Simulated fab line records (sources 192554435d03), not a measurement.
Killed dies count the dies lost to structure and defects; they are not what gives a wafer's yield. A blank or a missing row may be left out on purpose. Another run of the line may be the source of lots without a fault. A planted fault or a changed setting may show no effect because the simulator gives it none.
What tool caused it? || flow n5_finfet || at 1 step of a route of 1938, 11 lots with 33 wafers sampled

== WHAT THE GAUGES READ, wafer by wafer ==
N5_DUMMY_GATE_OVL_MEAS_16.
{"lot": "L075", "measured": "day 3 03:12", "on": "overlay-02", "GATE_OVL (nm)": "-0.3 -0.7 -1.6"}
{"lot": "L077", "measured": "day 3 17:02", "on": "overlay-01", "GATE_OVL (nm)": "-1.0 0.5 -0.3"}
{"lot": "L079", "measured": "day 4 04:11", "on": "overlay-02", "GATE_OVL (nm)": "-1.7 -1.4 -0.9"}
{"lot": "L081", "measured": "day 4 16:37", "on": "overlay-01", "GATE_OVL (nm)": "-0.5 0.6 1.2"}
{"lot": "L083", "measured": "day 5 09:55", "on": "overlay-01", "GATE_OVL (nm)": "-0.4 1.1 -1.1"}
{"lot": "L086", "measured": "day 6 00:49", "on": "overlay-01", "GATE_OVL (nm)": "-0.6 -1.1 -0.4"}
{"lot": "L088", "measured": "day 6 10:39", "on": "overlay-01", "GATE_OVL (nm)": "0.0 0.5 -1.2"}
{"lot": "L090", "measured": "day 6 22:14", "on": "overlay-02", "GATE_OVL (nm)": "0.2 -0.6 -1.1"}
{"lot": "L092", "measured": "day 7 10:07", "on": "overlay-02", "GATE_OVL (nm)": "1.1 0.1 0.3"}
{"lot": "L094", "measured": "day 7 22:02", "on": "overlay-01", "GATE_OVL (nm)": "0.2 0.2 -0.8"}
{"lot": "L096", "measured": "day 8 11:13", "on": "overlay-01", "GATE_OVL (nm)": "0.0 0.7 -0.1"}

== WHICH TOOL RAN EACH LOT (tool, then ch and the chambers of the sampled wafers, then the start) ==
Record: no process step prior to these readings.

== THE ANSWER, worked out from the rows above alone ==
Rule: what is usual is taken from the lots themselves. The widest of any qualifying gaps counts: lots, ordered by their means at a reading, are off when they make up no more than a third of the lots, leave a main group of 4 or more, and stand apart from it by 3 or more times the standard deviation of that group's means. The tables above print the reading to a certain number of digits; a main group whose means all agree to those digits is not used. Also off: a lot with no number at a reading for which 4 or more lots have one. The other lots that the step has rows for count as sound.
No lot is off on any of the readings shown, so nothing can be concluded from this.

== WHAT THE SIMULATOR HAD PUT IN ==
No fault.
